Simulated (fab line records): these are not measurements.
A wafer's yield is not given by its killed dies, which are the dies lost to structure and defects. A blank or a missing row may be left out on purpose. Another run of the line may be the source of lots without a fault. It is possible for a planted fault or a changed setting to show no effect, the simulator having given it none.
fab line records	flow n5_finfet
[record] lots = 24	wafers = 72	last_day = 18
route steps=1938 shown BEOL_M7@1310 BEOL_M8@1352
lots untouched by any fault: they come from a run of this same line in which no faults occurred
start_h: hours from the record's first day to the start of the lot's first wafer shown	wait_h: how many hours have passed since the lot's step before this one	" repeats the value in the row above	L1.1+2: a single row standing in for several wafers	- no value, or no start given	* or withheld: withheld	< > ~ a bound
route shown NAME@n: NAME is a module with steps in the file, n the number in the route of the first one	usual: mean/standard deviation of fault-free wafers	same: alike in all rows	chamber/n: place in a boat	sites: per-site readings	_std_site: how widely they spread, as a standard deviation	_edge_site: mean of outer sites minus mean of inner sites	radius_mm: how far each site lies from the wafer's centre	mask NAME#n: copy n	behind: the last tool/chamber to shape the wafer	hold: why the lot was held/for how many hours/how that ended	device: the transistor (n, p or np) that didn't switch	end of line: the same wafers' tests at the end of the route	a step with no rows: only its recipe	killed: dies lost to structure and defects at the first sort, not the wafer's yield	map: a wafer's dies, marking killed ones x, the rest . and places with no die _
set.NAME: the setting the step ran with; set.NAME@STEP: the setting that earlier step ran with	model.NAME: the simulator's own value behind a step, which no gauge read
route steps across a sampled set of lots; one table per step, one row per wafer
services: the hour from which a tool's chamber was out of use, counted from the record's first day as start_h (under 0 if before that day), plus the number of hours and why
[[steps]]
[step N5_BEOL_M7_STRIP_80]
[recipe] chemistry = N2/H2	time_s = 10	power_w = 450	temp_c = 40	pressure_mtorr = 20	rf_frequency_hz = 6e+07	bias_power_w = 7	n2_flow_sccm = 200	h2_flow_sccm = 200
[usual] bias_power_w = 6.998/0.021	drypump_motor_current_A = 5.8/0.42	oes_product_au = 0.82/0.083	rf_vpp_V = 59.2/0.81	showerhead_plenum_p_Torr = 2.49/0.095	throttle_valve_pct = 23.62/0.2
lot.wafer	tool	chamber	start_h	wait_h	bias_power_w	drypump_motor_current_A	oes_product_au	rf_hours_counter_h	rf_vpp_V	showerhead_plenum_p_Torr	throttle_valve_pct
L075.2	rie_diel-02	3	-	-	7.020	5.5	0.72	169	57.7	2.52	23.52
L075.3	"	2	"	"	7.006	5.7	0.68	234	59.1	2.51	23.65
L075.5	"	2	"	"	6.980	5.7	0.68	-	60.3	2.51	23.63
L074.3	rie_diel-03	2	-	-	6.986	5.7	0.83	69	60.1	2.57	23.56
L074.4	"	3	"	"	7.023	6.3	0.80	116	59.9	2.66	23.45
L074.5	"	1	"	"	7.001	5.8	0.94	-	59.0	2.61	23.72
L076.1	rie_diel-04	1	-	-	7.002	6.2	0.79	112	60.0	2.56	23.60
L076.2	"	0	"	"	6.990	6.3	0.77	127	58.6	2.33	23.75
L076.4	"	3	"	"	6.998	6.0	0.93	20	59.2	2.49	23.39
L077.4	rie_diel-03	1	-	-	6.999	5.8	0.93	15	58.8	2.61	23.73
L077.5	"	3	"	"	6.994	6.3	0.79	-	58.7	2.66	23.42
L077.6	"	0	"	"	7.061	5.4	0.70	-	59.4	2.52	24.21
L079.2	rie_diel-03	3	-	-	6.964	6.3	0.79	120	59.7	2.66	23.43
L079.3	"	2	"	"	6.984	5.6	0.83	73	59.2	2.57	23.58
L079.4	"	1	"	"	6.976	5.8	0.93	18	60.3	2.61	23.73
L078.2	rie_diel-02	2	-	-	6.960	5.8	0.67	242	59.7	2.51	23.67
L078.3	"	0	"	"	6.996	5.0	0.77	165	57.9	2.35	23.82
L078.6	"	0	"	"	7.035	5.0	0.77	-	58.1	2.35	23.83
L080.2	rie_diel-04	0	-	-	7.008	6.4	0.76	132	58.4	2.33	23.76
L080.4	"	1	"	"	6.974	6.2	0.78	117	59.3	2.56	23.59
L080.5	"	0	"	"	7.016	6.4	0.75	-	59.6	2.33	23.74
L082.1	rie_diel-04	3	-	-	7.014	6.0	0.92	25	58.1	2.48	23.39
L082.2	"	2	"	"	6.989	5.5	0.94	16	60.6	2.58	23.49
L082.6	"	3	"	"	7.030	6.0	0.91	-	59.8	2.48	23.37
L081.2	rie_diel-04	1	-	-	6.974	6.2	0.78	118	60.9	2.56	23.60
L081.5	"	0	"	"	7.033	6.4	0.75	-	59.2	2.33	23.74
L081.6	"	3	"	"	7.007	6.0	0.91	-	59.1	2.48	23.37
L083.4	rie_diel-04	1	-	-	7.009	6.2	0.77	121	60.3	2.56	23.61
L083.5	"	0	"	"	6.962	6.3	0.75	-	58.6	2.33	23.74
L083.6	"	1	"	"	6.976	6.2	0.78	-	59.2	2.56	23.61
L086.1	rie_diel-04	3	-	-	6.996	6.1	0.90	35	59.5	2.48	23.39
L086.4	"	3	"	"	6.995	6.1	0.91	-	59.2	2.48	23.39
L086.6	"	0	"	"	7.038	6.4	0.75	-	57.8	2.33	23.77
L085.1	rie_diel-04	0	-	-	7.022	6.3	0.75	145	59.5	2.33	23.76
L085.4	"	2	"	"	7.029	5.5	0.92	25	58.4	2.58	23.51
L085.5	"	1	"	"	7.011	6.2	0.77	-	60.3	2.55	23.61
L084.2	rie_diel-02	1	-	-	7.003	5.2	0.86	56	58.4	2.47	23.50
L084.4	"	3	"	"	6.988	5.5	0.71	-	59.5	2.51	23.55
L084.6	"	1	"	"	7.001	5.2	0.85	-	59.5	2.47	23.50
L089.4	rie_diel-02	3	-	-	6.969	5.5	0.70	196	60.0	2.51	23.55
L089.5	"	1	"	"	7.002	5.2	0.86	-	59.4	2.47	23.50
L089.6	"	2	"	"	7.018	5.8	1.00	-	60.3	2.51	23.53
L088.1	rie_diel-04	1	-	-	6.995	6.2	0.76	132	60.2	2.55	23.62
L088.3	"	3	"	"	6.998	6.0	0.87	39	58.9	2.48	23.39
L088.4	"	2	"	"	6.991	5.5	0.91	27	58.8	2.58	23.50
L087.1	rie_diel-02	0	-	-	6.995	5.0	0.75	183	57.2	2.34	23.84
L087.2	"	3	"	"	7.025	5.5	0.70	196	59.0	2.51	23.56
L087.3	"	1	"	"	6.958	5.2	0.84	59	57.7	2.47	23.51
L091.1	rie_diel-03	0	-	-	6.975	5.4	0.70	217	59.5	2.51	24.24
L091.3	"	1	"	"	7.018	5.8	0.89	33	60.2	2.60	23.75
L091.6	"	3	"	"	6.989	6.3	0.78	-	59.1	2.65	23.46
L090.1	rie_diel-04	1	-	-	6.989	6.2	0.77	136	59.7	2.55	23.61
L090.2	"	3	"	"	6.996	6.0	0.88	43	59.1	2.48	23.41
L090.3	"	2	"	"	6.996	5.5	0.89	32	59.1	2.58	23.52
L092.1	rie_diel-03	2	-	-	6.975	5.7	0.80	92	58.9	2.56	23.59
L092.4	"	3	"	"	6.997	6.3	0.78	139	59.9	2.65	23.45
L092.5	"	1	"	"	7.006	5.8	0.89	-	59.3	2.60	23.76
L093.1	rie_diel-02	0	-	-	6.981	5.0	0.75	189	58.1	2.34	23.86
L093.4	"	1	"	"	6.986	5.2	0.84	66	58.7	2.47	23.51
L093.6	"	2	"	"	6.999	5.8	0.96	-	59.8	2.50	23.54
L094.2	rie_diel-04	2	-	-	7.011	5.5	0.88	41	59.8	2.57	23.53
L094.3	"	0	"	"	7.001	6.3	0.74	160	58.3	2.32	23.77
L094.6	"	1	"	"	7.020	6.2	0.76	-	59.4	2.55	23.63
L095.2	rie_diel-04	0	-	-	7.002	6.4	0.74	162	58.9	2.32	23.80
L095.4	"	1	"	"	6.993	6.2	0.76	146	58.8	2.54	23.62
L095.5	"	3	"	"	7.000	6.0	0.86	-	59.0	2.47	23.42
L097.2	rie_diel-04	2	-	-	6.962	5.5	0.87	45	58.4	2.57	23.53
L097.3	"	0	"	"	6.989	6.4	0.74	164	58.5	2.32	23.77
L097.5	"	2	"	"	6.980	5.5	0.87	-	59.9	2.57	23.56
L096.3	rie_diel-04	2	-	-	6.991	5.5	0.87	45	58.8	2.57	23.54
L096.4	"	1	"	"	7.002	6.2	0.75	149	60.4	2.54	23.63
L096.6	"	1	"	"	7.016	6.2	0.75	-	58.9	2.54	23.63
[step N5_BEOL_M7_PRE_CLEAN_45]
[recipe] gas = H2/He	time_s = 30	temp_c = 250
[usual] heater_power_w = 318/21
lot.wafer	tool	chamber	start_h	wait_h	heater_power_w
L075.2	pvd_sputter-02	-	213.31	0.0	308
L075.3	"	-	"	"	283
L075.5	"	-	"	"	287
L074.3	pvd_sputter-02	-	220.38	0.0	290
L074.4	"	-	"	"	359
L074.5	"	-	"	"	293
L076.1	pvd_sputter-03	-	223.21	0.0	293
L076.2	"	-	"	"	340
L076.4	"	-	"	"	330
L077.4	pvd_sputter-02	-	226.62	0.0	281
L077.5	"	-	"	"	279
L077.6	"	-	"	"	294
L079.2	pvd_sputter-02	-	237.01	0.0	299
L079.3	"	-	"	"	293
L079.4	"	-	"	"	352
L078.2	pvd_sputter-01	-	237.37	0.0	345
L078.3	"	-	"	"	308
L078.6	"	-	"	"	343
L080.2	pvd_sputter-01	-	237.61	0.0	348
L080.4	"	-	"	"	304
L080.5	"	-	"	"	334
L082.1	pvd_sputter-01	-	240.61	0.0	303
L082.2	"	-	"	"	295
L082.6	"	-	"	"	288
L081.2	pvd_sputter-01	-	245.86	0.0	346
L081.5	"	-	"	"	345
L081.6	"	-	"	"	300
L083.4	pvd_sputter-01	-	257.35	0.0	300
L083.5	"	-	"	"	333
L083.6	"	-	"	"	302
L086.1	pvd_sputter-03	-	284.98	0.0	295
L086.4	"	-	"	"	321
L086.6	"	-	"	"	339
L085.1	pvd_sputter-03	-	285.52	0.0	321
L085.4	"	-	"	"	295
L085.5	"	-	"	"	341
L084.2	pvd_sputter-03	-	285.60	0.0	334
L084.4	"	-	"	"	309
L084.6	"	-	"	"	333
L089.4	pvd_sputter-01	-	293.01	0.0	307
L089.5	"	-	"	"	339
L089.6	"	-	"	"	345
L088.1	pvd_sputter-01	-	293.09	0.0	336
L088.3	"	-	"	"	339
L088.4	"	-	"	"	304
L087.1	pvd_sputter-01	-	293.43	0.0	305
L087.2	"	-	"	"	346
L087.3	"	-	"	"	308
L091.1	pvd_sputter-03	-	298.38	0.0	314
L091.3	"	-	"	"	332
L091.6	"	-	"	"	337
L090.1	pvd_sputter-03	-	306.05	0.0	321
L090.2	"	-	"	"	297
L090.3	"	-	"	"	324
L092.1	pvd_sputter-03	-	306.36	0.0	283
L092.4	"	-	"	"	310
L092.5	"	-	"	"	325
L093.1	pvd_sputter-03	-	312.87	0.0	323
L093.4	"	-	"	"	331
L093.6	"	-	"	"	327
L094.2	pvd_sputter-01	-	334.91	0.0	334
L094.3	"	-	"	"	340
L094.6	"	-	"	"	315
L095.2	pvd_sputter-02	-	340.34	0.0	279
L095.4	"	-	"	"	289
L095.5	"	-	"	"	300
L097.2	pvd_sputter-03	-	345.25	0.0	313
L097.3	"	-	"	"	335
L097.5	"	-	"	"	324
L096.3	pvd_sputter-03	-	345.93	0.0	330
L096.4	"	-	"	"	338
L096.6	"	-	"	"	327
[step N5_BEOL_M7_ANNEAL_51]
[recipe] temp_c = 225	time_s = 90	ambient = N2
[usual] wafer_temp_C_max = 226.6/0.62
lot.wafer	tool	chamber	start_h	wait_h	wafer_temp_C_max
L075.2	rtp_anneal-01	0	214.77	0.8	227.1
L075.3	"	0	"	"	227.1
L075.5	"	0	"	"	227.4
L074.3	rtp_anneal-01	0	223.16	0.1	227.2
L074.4	"	0	"	"	227.1
L074.5	"	0	"	"	228.3
L076.1	rtp_anneal-01	0	224.47	0.5	226.6
L076.2	"	0	"	"	227.0
L076.4	"	0	"	"	227.2
L077.4	rtp_anneal-02	0	227.62	0.3	225.8
L077.5	"	0	"	"	225.5
L077.6	"	0	"	"	225.7
L079.2	rtp_anneal-01	0	238.29	0.4	227.1
L079.3	"	0	"	"	227.0
L079.4	"	0	"	"	226.7
L078.2	rtp_anneal-02	0	238.52	0.4	225.7
L078.3	"	0	"	"	225.9
L078.6	"	0	"	"	225.6
L080.2	rtp_anneal-01	0	238.56	0.1	227.1
L080.4	"	0	"	"	227.2
L080.5	"	0	"	"	226.9
L082.1	rtp_anneal-01	0	241.59	0.1	227.3
L082.2	"	0	"	"	227.1
L082.6	"	0	"	"	226.5
L081.2	rtp_anneal-01	0	247.15	0.3	226.3
L081.5	"	0	"	"	226.7
L081.6	"	0	"	"	226.7
L083.4	rtp_anneal-01	0	258.25	0.2	227.0
L083.5	"	0	"	"	226.6
L083.6	"	0	"	"	226.6
L086.1	rtp_anneal-01	0	286.57	0.6	226.8
L086.4	"	0	"	"	226.7
L086.6	"	0	"	"	226.8
L085.1	rtp_anneal-02	0	287.06	0.5	225.8
L085.4	"	0	"	"	226.0
L085.5	"	0	"	"	225.9
L084.2	rtp_anneal-01	0	287.16	0.6	226.9
L084.4	"	0	"	"	227.4
L084.6	"	0	"	"	226.5
L089.4	rtp_anneal-02	0	294.58	0.6	226.1
L089.5	"	0	"	"	225.8
L089.6	"	0	"	"	225.8
L088.1	rtp_anneal-01	0	294.60	0.5	226.7
L088.3	"	0	"	"	226.5
L088.4	"	0	"	"	227.2
L087.1	rtp_anneal-01	0	294.87	0.6	226.9
L087.2	"	0	"	"	227.4
L087.3	"	0	"	"	227.2
L091.1	rtp_anneal-02	0	299.55	0.2	225.5
L091.3	"	0	"	"	225.6
L091.6	"	0	"	"	225.6
L090.1	rtp_anneal-02	0	306.97	0.1	225.9
L090.2	"	0	"	"	226.0
L090.3	"	0	"	"	225.7
L092.1	rtp_anneal-01	0	308.76	0.2	227.5
L092.4	"	0	"	"	226.5
L092.5	"	0	"	"	227.1
L093.1	rtp_anneal-01	0	314.28	0.2	227.3
L093.4	"	0	"	"	227.2
L093.6	"	0	"	"	227.1
L094.2	rtp_anneal-01	0	335.95	0.1	227.6
L094.3	"	0	"	"	226.5
L094.6	"	0	"	"	226.7
L095.2	rtp_anneal-02	0	341.45	0.3	226.1
L095.4	"	0	"	"	225.8
L095.5	"	0	"	"	225.8
L097.2	rtp_anneal-01	0	346.75	0.5	226.5
L097.3	"	0	"	"	226.7
L097.5	"	0	"	"	227.4
L096.3	rtp_anneal-02	0	348.61	0.3	226.0
L096.4	"	0	"	"	226.1
L096.6	"	0	"	"	226.2
[step N5_BEOL_M7_CMP_52]
[recipe] stop_on = SiCOH_lowk	t_overpolish_s = 6.9	down_force_psi = 1	platen_rpm = 50	clearing_platen_down_force_psi = 1.5	clearing_platen_rpm = 50	post_cmp_clean = cu_alkaline	target_thk_nm = 80	clearing_platen_pad_velocity_m_s = 0.99484	pad_velocity_m_s = 0.99484
[usual] barrier_field_endpoint_s = 28.8/0.73	motor_current_A = 5.9/0.51	overpolish_run_s = 6.899/0.0094	time_to_endpoint_s = 63/3
lot.wafer	tool	chamber	start_h	wait_h	barrier_field_endpoint_s	motor_current_A	overpolish_run_s	time_to_endpoint_s
L075.3	cmp-04	2	215.02	0.2	27.8	5.6	6.888	58
L075.2	"	1	"	"	27.6	7.1	6.907	62
L075.5	"	3	"	"	28.9	6.2	6.909	63
L074.4	cmp-04	1	223.37	0.1	29.3	6.9	6.886	65
L074.3	"	3	"	"	28.7	5.4	6.915	64
L074.5	"	2	"	"	27.2	5.5	6.889	56
L076.4	cmp-02	3	225.05	0.2	29.1	5.8	6.899	69
L076.1	"	0	"	"	27.3	5.6	6.913	64
L076.2	"	1	"	"	29.4	5.4	6.892	64
L077.4	cmp-01	0	227.82	0.2	28.0	5.9	6.894	60
L077.6	"	3	"	"	28.5	5.9	6.903	59
L077.5	"	0	"	"	28.7	5.6	6.900	63
L079.3	cmp-04	1	238.54	0.2	28.8	7.0	6.895	65
L079.2	"	2	"	"	27.5	5.2	6.890	59
L079.4	"	0	"	"	28.9	5.7	6.886	61
L078.2	cmp-02	2	238.78	0.2	28.9	5.0	6.903	64
L078.3	"	0	"	"	29.8	6.1	6.908	63
L078.6	"	2	"	"	28.8	4.4	6.906	62
L080.2	cmp-01	2	238.82	0.2	28.0	6.5	6.901	56
L080.4	"	1	"	"	29.0	5.7	6.898	59
L080.5	"	3	"	"	28.3	5.9	6.889	59
L082.2	cmp-01	2	241.90	0.2	28.4	6.8	6.898	63
L082.1	"	3	"	"	28.1	5.8	6.902	61
L082.6	"	2	"	"	29.4	6.3	6.902	62
L081.2	cmp-04	1	247.41	0.2	29.3	6.6	6.886	65
L081.6	"	1	"	"	28.8	6.4	6.901	65
L081.5	"	2	"	"	27.1	5.4	6.886	60
L083.4	cmp-01	1	258.55	0.3	28.5	6.0	6.910	63
L083.5	"	3	"	"	28.1	5.9	6.907	59
L083.6	"	0	"	"	29.4	5.8	6.866	61
L086.4	cmp-04	3	286.87	0.1	28.7	5.9	6.907	64
L086.1	"	1	"	"	29.0	7.0	6.892	63
L086.6	"	3	"	"	29.5	6.0	6.908	63
L084.2	cmp-04	3	287.41	0.2	29.4	5.9	6.914	68
L084.4	"	0	"	"	29.0	5.7	6.885	59
L084.6	"	0	"	"	28.6	5.7	6.891	59
L085.4	cmp-02	2	287.44	0.2	28.6	4.6	6.894	61
L085.1	"	3	"	"	28.9	5.4	6.890	68
L085.5	"	1	"	"	28.4	5.2	6.882	60
L089.4	cmp-04	1	294.86	0.2	29.7	6.8	6.894	66
L089.6	"	2	"	"	28.3	5.4	6.885	61
L089.5	"	3	"	"	30.2	6.2	6.884	66
L088.1	cmp-01	1	294.94	0.3	28.1	6.1	6.917	63
L088.3	"	2	"	"	28.0	7.0	6.905	63
L088.4	"	3	"	"	28.8	5.7	6.887	62
L087.3	cmp-02	0	295.17	0.2	29.1	6.1	6.900	66
L087.1	"	1	"	"	28.5	5.4	6.887	65
L087.2	"	3	"	"	29.9	5.5	6.907	69
L091.3	cmp-01	1	299.85	0.2	28.5	6.1	6.909	63
L091.1	"	2	"	"	28.8	6.6	6.893	64
L091.6	"	2	"	"	28.4	6.5	6.906	64
L090.1	cmp-01	3	307.30	0.3	28.6	6.0	6.887	62
L090.3	"	0	"	"	29.3	5.5	6.911	65
L090.2	"	1	"	"	30.1	6.0	6.905	65
L092.1	cmp-01	2	309.06	0.3	28.9	6.5	6.897	64
L092.4	"	3	"	"	29.7	5.4	6.891	64
L092.5	"	2	"	"	29.1	6.4	6.906	67
L093.1	cmp-01	0	314.59	0.3	29.4	5.6	6.907	64
L093.4	"	3	"	"	29.0	5.6	6.896	60
L093.6	"	0	"	"	29.6	5.7	6.892	63
L094.2	cmp-01	1	336.20	0.2	29.0	5.5	6.898	63
L094.3	"	3	"	"	29.7	5.8	6.904	64
L094.6	"	2	"	"	29.9	6.8	6.903	64
L095.4	cmp-01	0	341.70	0.1	29.4	5.8	6.894	63
L095.2	"	3	"	"	28.7	5.8	6.911	59
L095.5	"	0	"	"	29.1	5.9	6.913	60
L097.2	cmp-04	2	347.04	0.2	27.8	5.3	6.897	61
L097.3	"	3	"	"	29.1	5.9	6.891	68
L097.5	"	1	"	"	29.4	6.6	6.903	69
L096.3	cmp-04	1	348.81	0.2	29.5	6.5	6.903	67
L096.4	"	2	"	"	28.3	5.4	6.903	63
L096.6	"	1	"	"	28.7	6.6	6.906	62
[step N5_BEOL_M8_STRIP_67]
[recipe] chemistry = CF4	resist = SiARC	power_w = 300	bias_power_w = 75	pressure_mtorr = 50	cf4_flow_sccm = 150	rf_frequency_hz = 6e+07
[usual] bias_power_w = 75.00/0.21	drypump_motor_current_A = 5.6/0.4	oes_product_au = 0.83/0.065	rf_vpp_V = 271.4/1.2	showerhead_plenum_p_Torr = 1.80/0.041	throttle_valve_pct = 13.51/0.2
lot.wafer	tool	chamber	start_h	wait_h	bias_power_w	drypump_motor_current_A	oes_product_au	rf_hours_counter_h	rf_vpp_V	showerhead_plenum_p_Torr	throttle_valve_pct
L075.2	rie_diel-05	3	220.23	0.0	75.11	6.3	0.93	4	273.2	1.83	13.33
L075.3	"	0	"	"	74.65	5.7	0.78	112	271.3	1.80	13.23
L075.5	"	3	"	"	74.76	6.3	0.93	-	271.4	1.83	13.30
L074.3	rie_diel-05	0	227.14	0.0	75.00	5.7	0.77	115	271.9	1.80	13.22
L074.4	"	3	"	"	75.36	6.3	0.93	6	273.4	1.83	13.30
L074.5	"	3	"	"	75.36	6.3	0.93	-	272.3	1.83	13.30
L076.1	rie_diel-05	1	227.92	0.0	75.13	5.8	0.87	54	270.2	1.74	13.52
L076.2	"	3	"	"	74.96	6.3	0.93	7	272.2	1.83	13.32
L076.4	"	2	"	"	74.94	5.8	0.84	65	271.3	1.75	13.67
L077.4	rie_diel-01	3	230.41	0.0	75.03	5.6	0.68	241	272.2	1.84	13.93
L077.5	"	0	"	"	75.20	5.4	0.84	-	271.5	1.82	13.46
L077.6	"	1	"	"	74.86	6.1	0.81	-	272.1	1.81	13.60
L078.2	rie_diel-01	0	242.28	0.0	75.16	5.4	0.83	86	271.0	1.82	13.48
L078.3	"	1	"	"	75.15	6.1	0.81	103	273.4	1.81	13.60
L078.6	"	3	"	"	75.28	5.6	0.67	-	271.0	1.84	13.97
L080.2	rie_diel-06	0	242.56	0.0	74.84	5.3	0.73	183	271.2	1.80	13.84
L080.4	"	1	"	"	75.05	6.2	0.70	-	269.6	1.71	13.76
L080.5	"	2	"	"	75.10	5.3	0.83	-	275.3	1.88	13.39
L079.2	rie_diel-01	2	242.87	0.0	74.89	4.9	0.88	50	272.5	1.80	13.22
L079.3	"	3	"	"	75.10	5.6	0.68	246	271.2	1.84	13.95
L079.4	"	1	"	"	75.60	6.1	0.80	103	270.7	1.81	13.61
L082.1	rie_diel-05	2	245.70	0.0	75.11	5.7	0.84	71	268.3	1.75	13.68
L082.2	"	1	"	"	74.99	5.9	0.87	59	269.8	1.74	13.56
L082.6	"	3	"	"	75.03	6.3	0.91	-	271.5	1.82	13.32
L081.2	rie_diel-05	2	250.77	0.0	75.06	5.8	0.84	72	269.3	1.75	13.67
L081.5	"	1	"	"	74.97	5.8	0.85	-	271.6	1.74	13.54
L081.6	"	0	"	"	75.00	5.7	0.77	-	270.6	1.80	13.22
L083.4	rie_diel-05	3	264.09	0.0	74.92	6.2	0.89	17	271.4	1.82	13.33
L083.5	"	3	"	"	75.11	6.3	0.89	-	272.3	1.82	13.34
L083.6	"	2	"	"	75.27	5.8	0.83	-	269.8	1.75	13.69
L086.1	rie_diel-06	2	289.81	0.0	74.91	5.3	0.81	92	271.7	1.88	13.45
L086.4	"	0	"	"	74.88	5.3	0.72	-	270.7	1.79	13.90
L086.6	"	2	"	"	75.02	5.3	0.81	-	272.2	1.88	13.44
L085.1	rie_diel-05	1	289.95	0.0	74.84	5.9	0.83	74	271.0	1.74	13.57
L085.4	"	0	"	"	75.04	5.7	0.77	134	272.3	1.79	13.27
L085.5	"	1	"	"	74.91	5.9	0.84	-	270.7	1.74	13.59
L084.2	rie_diel-06	0	290.13	0.0	74.75	5.3	0.72	200	271.4	1.79	13.88
L084.4	"	2	"	"	75.25	5.3	0.81	-	273.4	1.88	13.43
L084.6	"	0	"	"	74.91	5.3	0.72	-	270.5	1.79	13.90
L089.4	rie_diel-05	1	298.24	0.0	75.13	5.8	0.84	76	269.1	1.74	13.57
L089.5	"	1	"	"	74.91	5.8	0.84	-	270.1	1.74	13.58
L089.6	"	0	"	"	75.25	5.8	0.76	-	271.5	1.79	13.26
L088.1	rie_diel-06	3	298.39	0.0	75.37	5.1	0.88	31	271.0	1.84	13.43
L088.3	"	0	"	"	75.03	5.3	0.72	204	271.2	1.79	13.89
L088.4	"	3	"	"	75.06	5.1	0.88	-	269.5	1.84	13.43
L087.1	rie_diel-01	0	299.23	0.0	74.66	5.4	0.81	109	271.9	1.81	13.49
L087.2	"	3	"	"	74.72	5.6	0.96	4	273.2	1.84	13.39
L087.3	"	2	"	"	75.18	4.9	0.86	72	271.0	1.79	13.27
L091.1	rie_diel-01	3	303.44	0.0	75.16	5.6	0.95	5	271.7	1.84	13.41
L091.3	"	2	"	"	74.84	4.9	0.86	74	270.8	1.79	13.25
L091.6	"	2	"	"	75.23	4.9	0.85	-	271.6	1.79	13.28
L090.1	rie_diel-06	3	310.58	0.0	74.85	5.1	0.87	38	271.3	1.83	13.45
L090.2	"	2	"	"	74.90	5.3	0.79	102	272.2	1.88	13.47
L090.3	"	1	"	"	74.99	6.1	0.99	1	273.6	1.91	13.24
L092.1	rie_diel-01	2	312.52	0.0	75.12	4.9	0.84	78	272.6	1.79	13.28
L092.4	"	3	"	"	75.01	5.6	0.94	9	271.1	1.84	13.41
L092.5	"	1	"	"	75.34	6.1	0.78	-	271.8	1.80	13.66
L093.1	rie_diel-01	1	317.33	0.0	75.14	6.1	0.78	132	271.2	1.80	13.69
L093.4	"	2	"	"	74.83	4.8	0.84	80	271.2	1.79	13.28
L093.6	"	3	"	"	74.56	5.6	0.93	-	270.4	1.84	13.39
L094.2	rie_diel-01	1	338.57	0.0	75.12	6.1	0.78	141	270.7	1.80	13.68
L094.3	"	0	"	"	75.10	5.4	0.79	122	272.6	1.81	13.57
L094.6	"	1	"	"	75.13	6.1	0.77	-	271.7	1.80	13.68
L095.2	rie_diel-01	1	345.67	0.0	75.25	6.1	0.77	144	272.6	1.80	13.69
L095.4	"	2	"	"	75.02	4.9	0.83	92	271.1	1.79	13.34
L095.5	"	0	"	"	75.01	5.4	0.80	-	271.6	1.81	13.57
L097.2	rie_diel-05	3	349.77	0.0	74.74	6.3	0.84	48	270.7	1.81	13.41
L097.3	"	0	"	"	75.04	5.8	0.74	155	271.2	1.79	13.31
L097.5	"	2	"	"	74.79	5.8	0.80	-	270.0	1.74	13.77
L096.3	rie_diel-05	1	355.84	0.0	75.04	5.9	0.82	96	269.1	1.73	13.62
L096.4	"	1	"	"	75.18	5.8	0.81	-	270.6	1.73	13.63
L096.6	"	2	"	"	74.99	5.8	0.80	-	270.5	1.74	13.74
[step N5_BEOL_M8_CD_MEAS_28]
[recipe] target_cd_nm = 40	landing_energy_ev = 500	detector = se_inlens
[usual] cd_nm = 40.09/0.24
lot.wafer	tool	chamber	start_h	wait_h	cd_nm
L075.2	cd_sem-03	0	222.00	-	40.17
L075.3	"	0	"	"	39.96
L075.5	"	0	"	"	40.11
L074.3	cd_sem-03	0	228.25	-	39.91
L074.4	"	0	"	"	40.12
L074.5	"	0	"	"	40.03
L076.1	cd_sem-03	0	228.57	-	40.31
L076.2	"	0	"	"	39.88
L076.4	"	0	"	"	40.27
L077.4	cd_sem-03	0	231.39	-	40.29
L077.5	"	0	"	"	40.31
L077.6	"	0	"	"	40.08
L079.2	cd_sem-02	0	243.70	-	40.19
L079.3	"	0	"	"	40.28
L079.4	"	0	"	"	40.05
L080.2	cd_sem-02	0	243.75	-	40.12
L080.4	"	0	"	"	39.91
L080.5	"	0	"	"	40.21
L078.2	cd_sem-02	0	243.79	-	40.34
L078.3	"	0	"	"	40.21
L078.6	"	0	"	"	40.63
L082.1	cd_sem-03	0	246.23	-	39.95
L082.2	"	0	"	"	40.11
L082.6	"	0	"	"	40.08
L081.2	cd_sem-01	0	254.15	-	39.99
L081.5	"	0	"	"	40.01
L081.6	"	0	"	"	40.35
L083.4	cd_sem-02	0	270.48	-	39.91
L083.5	"	0	"	"	39.87
L083.6	"	0	"	"	40.03
L084.2	cd_sem-02	0	291.61	-	40.23
L084.4	"	0	"	"	39.93
L084.6	"	0	"	"	40.22
L086.1	cd_sem-03	0	291.65	-	40.49
L086.4	"	0	"	"	39.95
L086.6	"	0	"	"	40.06
L085.1	cd_sem-02	0	291.82	-	40.14
L085.4	"	0	"	"	39.97
L085.5	"	0	"	"	39.77
L089.4	cd_sem-03	0	298.92	-	40.08
L089.5	"	0	"	"	39.66
L089.6	"	0	"	"	40.13
L088.1	cd_sem-01	0	299.13	-	40.37
L088.3	"	0	"	"	40.07
L088.4	"	0	"	"	40.50
L087.1	cd_sem-02	0	301.21	-	39.98
L087.2	"	0	"	"	40.07
L087.3	"	0	"	"	39.57
L091.1	cd_sem-02	0	304.94	-	39.70
L091.3	"	0	"	"	40.07
L091.6	"	0	"	"	40.00
L090.1	cd_sem-01	0	311.66	-	39.92
L090.2	"	0	"	"	40.49
L090.3	"	0	"	"	40.11
L092.1	cd_sem-03	0	314.20	-	40.06
L092.4	"	0	"	"	40.38
L092.5	"	0	"	"	40.18
L093.1	cd_sem-03	0	318.32	-	40.40
L093.4	"	0	"	"	40.28
L093.6	"	0	"	"	40.05
L094.2	cd_sem-01	0	339.75	-	39.82
L094.3	"	0	"	"	39.76
L094.6	"	0	"	"	40.19
L095.2	cd_sem-02	0	346.86	-	39.97
L095.4	"	0	"	"	39.87
L095.5	"	0	"	"	39.57
L097.2	cd_sem-02	0	354.65	-	39.81
L097.3	"	0	"	"	40.30
L097.5	"	0	"	"	40.34
L096.3	cd_sem-02	0	356.51	-	40.13
L096.4	"	0	"	"	40.22
L096.6	"	0	"	"	40.16
[[services]]
tool	chamber	start_h	hours	kind
rie_diel-02	-	197.02	0.7	repair
cmp-02	-	201.77	6.7	pm
rie_diel-02	1	204.40	10.7	repair
cmp-01	-	220.21	6.4	pm
rie_diel-06	3	225.92	16.6	repair
cmp-01	-	231.02	3.8	repair
rie_diel-03	0	239.43	7.2	repair
cmp-01	-	242.13	4.0	pm
cmp-01	-	257.31	0.7	repair
cmp-04	-	257.55	19.6	repair
rie_diel-02	0	259.82	6.2	repair
rie_diel-01	3	263.49	2.6	repair
rie_diel-04	2	277.56	5.6	repair
cmp-01	-	290.15	2.1	repair
rie_diel-05	-	290.15	2.6	repair
cmp-04	-	293.90	0.8	repair
rie_diel-06	0	300.58	5.8	repair
cmp-01	-	302.33	2.1	repair
rie_diel-03	3	325.77	3.3	repair
cmp-04	-	326.72	2.6	repair
cmp-01	-	326.75	4.6	pm
rie_diel-06	-	348.84	2.8	pm
rie_diel-05	0	350.53	25.4	repair
cmp-04	-	351.12	0.3	repair
[[key]]
fault none
